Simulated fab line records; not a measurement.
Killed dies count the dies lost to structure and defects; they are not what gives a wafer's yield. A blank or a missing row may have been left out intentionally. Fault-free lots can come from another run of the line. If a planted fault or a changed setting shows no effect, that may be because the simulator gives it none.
Which tool was responsible?	flow n5Finfet	24 lots with 72 wafers sampled at 6 steps, on a route of 1938 steps

WHAT EACH GAUGE READ, for each wafer
N5_BEOL_M10_OVL_MEAS_12.
lot	measured	on	M10_OVL (nm)
L074	day 9 12:27	overlay-02	0.3 -0.3 0.3
L075	day 10 00:55	overlay-02	-0.1 -0.1 0.6
L076	day 10 08:50	overlay-02	-1.0 -0.9 0.4
L077	day 10 08:54	overlay-02	-0.4 -0.7 -1.9
L078	day 10 15:23	overlay-02	0.1 0.4 0.0
L079	day 10 16:11	overlay-02	-2.1 0.2 -0.8
L080	day 11 02:09	overlay-01	-0.8 -0.6 -0.5
L081	day 11 18:15	overlay-01	-0.7 -0.7 -0.4
L082	day 12 01:53	overlay-02	-0.9 1.6 -0.5
L084	day 12 09:37	overlay-01	-0.1 -0.2 0.2
L085	day 12 09:41	overlay-02	-0.2 -0.3 -0.4
L083	day 12 13:15	overlay-01	-1.5 -0.8 -2.4
L086	day 13 06:55	overlay-02	1.3 0.4 -1.1
L087	day 13 07:04	overlay-01	-1.4 0.3 0.4
L088	day 13 10:50	overlay-02	0.3 -0.7 -0.1
L089	day 13 19:09	overlay-01	-0.4 -1.5 0.1
L090	day 14 04:04	overlay-01	0.1 -2.0 -1.9
L091	day 14 07:04	overlay-02	0.5 0.6 0.5
L092	day 14 11:01	overlay-02	0.2 0.9 0.9
L094	day 14 18:23	overlay-01	-0.5 -0.6 1.3
L093	day 14 21:40	overlay-02	-0.7 -1.5 -0.5
L095	day 15 03:59	overlay-01	-1.4 -0.6 -1.3
L097	day 15 13:14	overlay-02	0.4 -0.2 -0.5
L096	day 15 13:26	overlay-02	-1.0 -0.3 -1.8

N5_BEOL_M10_INSPECT_58: inspects for defects (darkfield).
lot	measured	on	rawDefectCount
L074	day 9 16:49	defectInspect-02	119 85 96
L075	day 10 07:10	defectInspect-02	65 66 92
L076	day 10 14:08	defectInspect-01	124 66 81
L077	day 10 14:55	defectInspect-02	64 66 37
L078	day 10 23:40	defectInspect-01	90 90 100
L079	day 11 01:32	defectInspect-02	69 39 40
L080	day 11 08:07	defectInspect-02	32 72 74
L081	day 12 00:52	defectInspect-02	47 34 89
L082	day 12 07:59	defectInspect-01	65 68 55
L084	day 12 15:38	defectInspect-01	52 64 87
L085	day 12 16:05	defectInspect-02	99 124 150
L083	day 12 19:37	defectInspect-01	164 100 112
L086	day 13 13:10	defectInspect-02	55 75 78
L087	day 13 13:26	defectInspect-01	77 45 69
L088	day 13 17:17	defectInspect-01	96 132 92
L089	day 14 00:52	defectInspect-01	135 132 75
L090	day 14 08:06	defectInspect-01	86 208 119
L091	day 14 14:37	defectInspect-02	47 99 106
L092	day 14 15:50	defectInspect-02	95 70 112
L094	day 15 00:08	defectInspect-01	80 55 66
L093	day 15 02:39	defectInspect-01	48 66 86
L095	day 15 10:30	defectInspect-02	67 33 44
L097	day 15 19:22	defectInspect-02	94 55 49
L096	day 15 18:25	defectInspect-02	95 109 77

TOOL THAT RAN EACH LOT (tool first, then ch and the chambers of the sampled wafers, then the start)
lot	N5_BEOL_M9_ANNEAL_51	N5_BEOL_M10_DESCUM_33	N5_BEOL_M10_ETCH_65	N5_BEOL_M10_VIA_ETCH_34
L074	rtpAnneal-02 ch 0, day 9 10:10	rieDiel-03 ch 2,3, day 9 13:31	rieDiel-03 ch 2,3, day 9 13:34	rieDiel-03 ch 2,3, day 9 13:44
L075	rtpAnneal-01 ch 0, day 9 21:55	rieDiel-03 ch 1,2,3, day 10 04:22	rieDiel-03 ch 1,2,3, day 10 04:24	rieDiel-03 ch 1,2,3, day 10 04:35
L076	rtpAnneal-02 ch 0, day 10 05:34	rieDiel-02 ch 0,3, day 10 11:12	rieDiel-02 ch 0,3, day 10 11:14	rieDiel-02 ch 0,3, day 10 11:25
L077	rtpAnneal-01 ch 0, day 10 05:40	rieDiel-03 ch 2,3, day 10 11:33	rieDiel-03 ch 2,3, day 10 11:35	rieDiel-03 ch 2,3, day 10 11:46
L078	rtpAnneal-01 ch 0, day 10 12:39	rieDiel-02 ch 2,3, day 10 20:13	rieDiel-02 ch 2,3, day 10 20:16	rieDiel-02 ch 2,3, day 10 20:26
L079	rtpAnneal-01 ch 0, day 10 13:42	rieDiel-06 ch 0,3, day 10 20:23	rieDiel-06 ch 0,3, day 10 20:25	rieDiel-06 ch 0,3, day 10 20:36
L080	rtpAnneal-01 ch 0, day 10 22:19	rieDiel-06 ch 0,2, day 11 04:35	rieDiel-06 ch 0,2, day 11 04:37	rieDiel-06 ch 0,2, day 11 04:47
L081	rtpAnneal-02 ch 0, day 11 15:25	rieDiel-06 ch 0,2,3, day 11 22:00	rieDiel-06 ch 0,2,3, day 11 22:02	rieDiel-06 ch 0,2,3, day 11 22:13
L082	rtpAnneal-01 ch 0, day 11 23:29	rieDiel-03 ch 2,3, day 12 04:42	rieDiel-03 ch 2,3, day 12 04:44	rieDiel-03 ch 2,3, day 12 04:55
L084	rtpAnneal-01 ch 0, day 12 06:57	rieDiel-06 ch 2,3, day 12 11:25	rieDiel-06 ch 2,3, day 12 11:27	rieDiel-06 ch 2,3, day 12 11:38
L085	rtpAnneal-01 ch 0, day 12 07:49	rieDiel-03 ch 0,2,3, day 12 11:32	rieDiel-03 ch 0,2,3, day 12 11:34	rieDiel-03 ch 0,2,3, day 12 11:44
L083	rtpAnneal-01 ch 0, day 12 11:13	rieDiel-03 ch 1,3, day 12 14:55	rieDiel-03 ch 1,3, day 12 14:57	rieDiel-03 ch 1,3, day 12 15:08
L086	rtpAnneal-02 ch 0, day 13 03:32	rieDiel-03 ch 0,1,2, day 13 09:43	rieDiel-03 ch 0,1,2, day 13 09:45	rieDiel-03 ch 0,1,2, day 13 09:56
L087	rtpAnneal-01 ch 0, day 13 03:58	rieDiel-02 ch 0,2,3, day 13 10:11	rieDiel-02 ch 0,2,3, day 13 10:13	rieDiel-02 ch 0,2,3, day 13 10:23
L088	rtpAnneal-02 ch 0, day 13 05:35	rieDiel-06 ch 1,2, day 13 14:16	rieDiel-06 ch 1,2, day 13 14:17	rieDiel-06 ch 1,2, day 13 14:28
L089	rtpAnneal-01 ch 0, day 13 16:02	rieDiel-06 ch 1,2, day 13 20:32	rieDiel-06 ch 1,2, day 13 20:34	rieDiel-06 ch 1,2, day 13 20:44
L090	rtpAnneal-01 ch 0, day 14 00:50	rieDiel-02 ch 2,3, day 14 05:01	rieDiel-02 ch 2,3, day 14 05:04	rieDiel-02 ch 2,3, day 14 05:14
L091	rtpAnneal-02 ch 0, day 14 04:25	rieDiel-06 ch 0,1,2, day 14 10:35	rieDiel-06 ch 0,1,2, day 14 10:37	rieDiel-06 ch 0,1,2, day 14 10:47
L092	rtpAnneal-02 ch 0, day 14 07:17	rieDiel-06 ch 0,2,3, day 14 12:08	rieDiel-06 ch 0,2,3, day 14 12:10	rieDiel-06 ch 0,2,3, day 14 12:20
L094	rtpAnneal-01 ch 0, day 14 16:05	rieDiel-02 ch 0,2,3, day 14 20:40	rieDiel-02 ch 0,2,3, day 14 20:42	rieDiel-02 ch 0,2,3, day 14 20:53
L093	rtpAnneal-02 ch 0, day 14 18:40	rieDiel-03 ch 1,2,3, day 14 23:32	rieDiel-03 ch 1,2,3, day 14 23:34	rieDiel-03 ch 1,2,3, day 14 23:44
L095	rtpAnneal-02 ch 0, day 14 23:45	rieDiel-02 ch 0,2,3, day 15 06:22	rieDiel-02 ch 0,2,3, day 15 06:24	rieDiel-02 ch 0,2,3, day 15 06:34
L097	rtpAnneal-02 ch 0, day 15 10:02	rieDiel-02 ch 0,3, day 15 15:16	rieDiel-02 ch 0,3, day 15 15:18	rieDiel-02 ch 0,3, day 15 15:29
L096	rtpAnneal-01 ch 0, day 15 10:56	rieDiel-03 ch 0,1,2, day 15 15:22	rieDiel-03 ch 0,1,2, day 15 15:23	rieDiel-03 ch 0,1,2, day 15 15:34
- N5_BEOL_M9_ANNEAL_51: time 90 s.
- N5_BEOL_M10_DESCUM_33: chemistry O2, time 7.9 s.
- N5_BEOL_M10_ETCH_65: etches SiARC in CF4, target depth 39 nm, time 65 s.
- N5_BEOL_M10_VIA_ETCH_34: etches SiCOH lowk in C4F6/O2, target depth 184.5 nm, time 69.2 s.

AS READ BY THE TOOLS THEMSELVES (means over the sampled wafers that have a number; for cases with no such wafer, the mark the record gives instead)
N5_BEOL_M9_ANNEAL_51.
lot	tool	wafer_temp_C_max
L074	rtpAnneal-02	225.76
L075	rtpAnneal-01	225.95
L076	rtpAnneal-02	225.78
L077	rtpAnneal-01	226.15
L078	rtpAnneal-01	226.13
L079	rtpAnneal-01	226.39
L080	rtpAnneal-01	225.84
L081	rtpAnneal-02	225.82
L082	rtpAnneal-01	226.32
L084	rtpAnneal-01	225.81
L085	rtpAnneal-01	226.18
L083	rtpAnneal-01	225.99
L086	rtpAnneal-02	225.67
L087	rtpAnneal-01	225.62
L088	rtpAnneal-02	225.94
L089	rtpAnneal-01	225.74
L090	rtpAnneal-01	226.06
L091	rtpAnneal-02	225.93
L092	rtpAnneal-02	225.83
L094	rtpAnneal-01	225.70
L093	rtpAnneal-02	225.86
L095	rtpAnneal-02	225.58
L097	rtpAnneal-02	225.64
L096	rtpAnneal-01	225.88

N5_BEOL_M10_DESCUM_33.
lot	tool	drypumpMotorCurrentA (A)	o2FlowSccm (sccm)	oesProductAu (a.u.)	rfVppV (V)	showerheadPlenumPTorr (Torr)	throttleValvePct (%)
L074	rieDiel-03	5.77	224.6	0.84	243.1	2.09	20.15
L075	rieDiel-03	5.60	224.9	0.80	242.7	2.06	20.27
L076	rieDiel-02	5.73	225.1	0.83	241.8	2.02	20.42
L077	rieDiel-03	5.78	224.6	0.83	243.8	2.09	20.17
L078	rieDiel-02	5.71	225.5	0.76	242.2	2.04	20.53
L079	rieDiel-06	5.98	225.5	0.78	242.1	2.01	20.36
L080	rieDiel-06	5.84	225.0	0.82	242.3	2.05	20.25
L081	rieDiel-06	5.84	224.6	0.78	242.9	2.04	20.42
L082	rieDiel-03	5.77	224.9	0.81	242.9	2.08	20.20
L084	rieDiel-06	5.79	224.6	0.72	242.5	2.01	20.59
L085	rieDiel-03	5.57	225.1	0.83	243.4	2.09	20.11
L083	rieDiel-03	5.47	225.2	0.74	242.1	2.03	20.43
L086	rieDiel-03	5.35	225.2	0.83	243.3	2.09	20.27
L087	rieDiel-02	5.69	225.1	0.83	241.4	2.01	20.38
L088	rieDiel-06	5.50	224.7	0.82	242.9	2.10	20.38
L089	rieDiel-06	5.51	225.2	0.81	243.9	2.10	20.38
L090	rieDiel-02	5.70	224.4	0.89	242.2	2.03	20.26
L091	rieDiel-06	5.65	225.5	0.80	243.4	2.07	20.35
L092	rieDiel-06	5.81	224.4	0.84	243.3	2.12	20.30
L094	rieDiel-02	5.70	224.9	0.90	243.5	2.09	20.20
L093	rieDiel-03	5.62	225.1	0.76	243.0	2.05	20.34
L095	rieDiel-02	5.69	225.5	0.90	243.1	2.09	20.20
L097	rieDiel-02	5.72	225.3	0.87	243.2	2.09	20.29
L096	rieDiel-03	5.33	225.6	0.81	243.0	2.09	20.29

N5_BEOL_M10_ETCH_65.
lot	tool	drypumpMotorCurrentA (A)	etchRfOnTimeS (s)	oesProductAu (a.u.)	rfVppV (V)	showerheadPlenumPTorr (Torr)	throttleValvePct (%)
L074	rieDiel-03	5.79	67.9	0.69	184.8	2.16	15.49
L075	rieDiel-03	5.61	68.0	0.66	184.2	2.12	15.50
L076	rieDiel-02	5.73	64.9	0.71	183.1	2.08	15.59
L077	rieDiel-03	5.78	67.0	0.69	183.5	2.16	15.50
L078	rieDiel-02	5.70	64.1	0.66	183.5	2.11	15.73
L079	rieDiel-06	5.98	68.1	0.67	183.0	2.06	15.55
L080	rieDiel-06	5.87	67.7	0.70	182.7	2.10	15.42
L081	rieDiel-06	5.82	65.8	0.67	182.7	2.09	15.62
L082	rieDiel-03	5.77	68.1	0.67	184.8	2.16	15.53
L084	rieDiel-06	5.79	64.5	0.62	183.8	2.08	15.82
L085	rieDiel-03	5.59	65.8	0.69	184.6	2.16	15.41
L083	rieDiel-03	5.45	66.5	0.63	182.9	2.07	15.57
L086	rieDiel-03	5.34	66.0	0.70	183.7	2.14	15.43
L087	rieDiel-02	5.68	65.6	0.72	182.3	2.07	15.62
L088	rieDiel-06	5.49	63.3	0.71	184.8	2.16	15.56
L089	rieDiel-06	5.49	63.7	0.70	184.8	2.16	15.58
L090	rieDiel-02	5.71	63.6	0.77	183.7	2.09	15.44
L091	rieDiel-06	5.64	65.6	0.69	183.9	2.13	15.53
L092	rieDiel-06	5.82	65.5	0.72	183.7	2.17	15.49
L094	rieDiel-02	5.69	63.7	0.77	184.3	2.15	15.45
L093	rieDiel-03	5.63	67.3	0.64	184.0	2.10	15.59
L095	rieDiel-02	5.70	64.5	0.76	184.2	2.15	15.45
L097	rieDiel-02	5.72	64.3	0.74	184.4	2.15	15.50
L096	rieDiel-03	5.34	65.4	0.69	183.5	2.13	15.46

N5_BEOL_M10_VIA_ETCH_34.
lot	tool	drypumpMotorCurrentA (A)	oes_o_777_au (a.u.)	oesProductAu (a.u.)	rfVppV (V)	showerheadPlenumPTorr (Torr)	throttleValvePct (%)
L074	rieDiel-03	5.78	0.77	0.82	678	2.86	20.75
L075	rieDiel-03	5.64	0.76	0.78	675	2.81	20.73
L076	rieDiel-02	5.73	0.81	0.84	662	2.75	20.90
L077	rieDiel-03	5.77	0.76	0.81	678	2.86	20.75
L078	rieDiel-02	5.71	0.75	0.77	661	2.78	20.93
L079	rieDiel-06	6.01	0.80	0.79	656	2.72	20.71
L080	rieDiel-06	5.86	0.84	0.83	659	2.79	20.65
L081	rieDiel-06	5.84	0.79	0.78	650	2.77	20.84
L082	rieDiel-03	5.80	0.75	0.79	678	2.85	20.78
L084	rieDiel-06	5.80	0.75	0.73	641	2.74	21.04
L085	rieDiel-03	5.57	0.78	0.81	673	2.87	20.69
L083	rieDiel-03	5.46	0.75	0.74	670	2.74	20.73
L086	rieDiel-03	5.35	0.83	0.83	683	2.84	20.67
L087	rieDiel-02	5.70	0.82	0.83	651	2.74	20.85
L088	rieDiel-06	5.49	0.84	0.81	653	2.87	20.91
L089	rieDiel-06	5.51	0.84	0.82	654	2.87	20.93
L090	rieDiel-02	5.72	0.88	0.90	659	2.76	20.71
L091	rieDiel-06	5.66	0.82	0.80	657	2.82	20.80
L092	rieDiel-06	5.83	0.86	0.84	654	2.87	20.72
L094	rieDiel-02	5.70	0.87	0.90	655	2.85	20.70
L093	rieDiel-03	5.63	0.73	0.75	674	2.79	20.77
L095	rieDiel-02	5.71	0.87	0.89	656	2.85	20.70
L097	rieDiel-02	5.73	0.83	0.86	664	2.85	20.81
L096	rieDiel-03	5.35	0.80	0.81	682	2.83	20.70

THE ANSWER, worked out from the rows above alone
Rule: the usual values come from the lots themselves. The widest of any qualifying gaps counts: lots, ordered by their means at a reading, are off when they make up no more than a third of the lots, leave a main group of 4 or more, and stand apart from it by 3 or more times the standard deviation of that group's means. The tables above print the reading to a certain number of digits; a main group whose means all agree to those digits is not used. Also off: a lot with no number at a reading for which 4 or more lots have one. All remaining lots with rows at the step are treated as sound. First the gauges in route order, then the tools' own readings, where a lot's mean is used as printed above. The first step at which some lot is off is used, and at that step the reading that is off furthest; a lot without a number counts as furthest.
Across all readings shown, no lot is off: no conclusion can be drawn from this.

WHAT THE SIMULATOR HAD INSERTED
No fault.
